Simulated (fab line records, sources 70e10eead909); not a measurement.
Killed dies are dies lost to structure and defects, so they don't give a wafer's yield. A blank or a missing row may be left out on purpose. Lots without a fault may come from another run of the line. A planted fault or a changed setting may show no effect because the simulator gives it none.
Chamber matching | flow nand_harc | NHARC_P_CONTACT_CMP_01 on cmp-02: 4 sister chambers
The step polishes SiO2, target thk 200 nm. 4 wafers are shown with their chamber, then 10 later ones without.

WAFERS WITH THEIR CHAMBER
wafer  | chamber | motor_current_A (A)
L081.4 | 2       | 12.0
L081.6 | 1       | 13.3
L086.1 | 3       | 9.6
L086.2 | 0       | 9.7

WAFERS WITHOUT THEIR CHAMBER
wafer  | motor_current_A (A)
L086.5 | 10.3
L093.1 | 11.9
L093.3 | 13.4
L093.5 | 13.5
L097.2 | 11.9
L097.3 | 13.5
L097.4 | 10.8
L097.1 | 9.8
L097.5 | 11.9
L097.6 | 10.5

WHICH CHAMBER EACH WENT THROUGH
wafer  | from the rows above          | in truth
L086.5 | can't be placed: 0 or 3      | 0
L093.1 | 2                            | 2
L093.3 | 1                            | 1
L093.5 | 1                            | 1
L097.2 | 2                            | 2
L097.3 | 1                            | 1
L097.4 | can't be placed: 0 or 2 or 3 | 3
L097.1 | can't be placed: 0 or 3      | 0
L097.5 | 2                            | 2
L097.6 | can't be placed: 0 or 3 or 2 | 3
Placed correctly: 6 of 10. Can't be placed from these rows: 4 (the true chamber is among the candidates in 4). Placed wrongly: 0.
How it was worked out, from the rows above alone: a wafer's distance from a chamber is the root of the sum, over the readings, of the square of ((its reading less the chamber's mean) divided by the reading's scatter). The wafer belongs to the nearest chamber; if the next one is less than 2 further off, it can't be placed. A chamber's mean is the mean of its shown wafers. The scatter: with one shown wafer a chamber, the root of the mean of the squares of how far each hidden wafer lies from its nearest shown one.
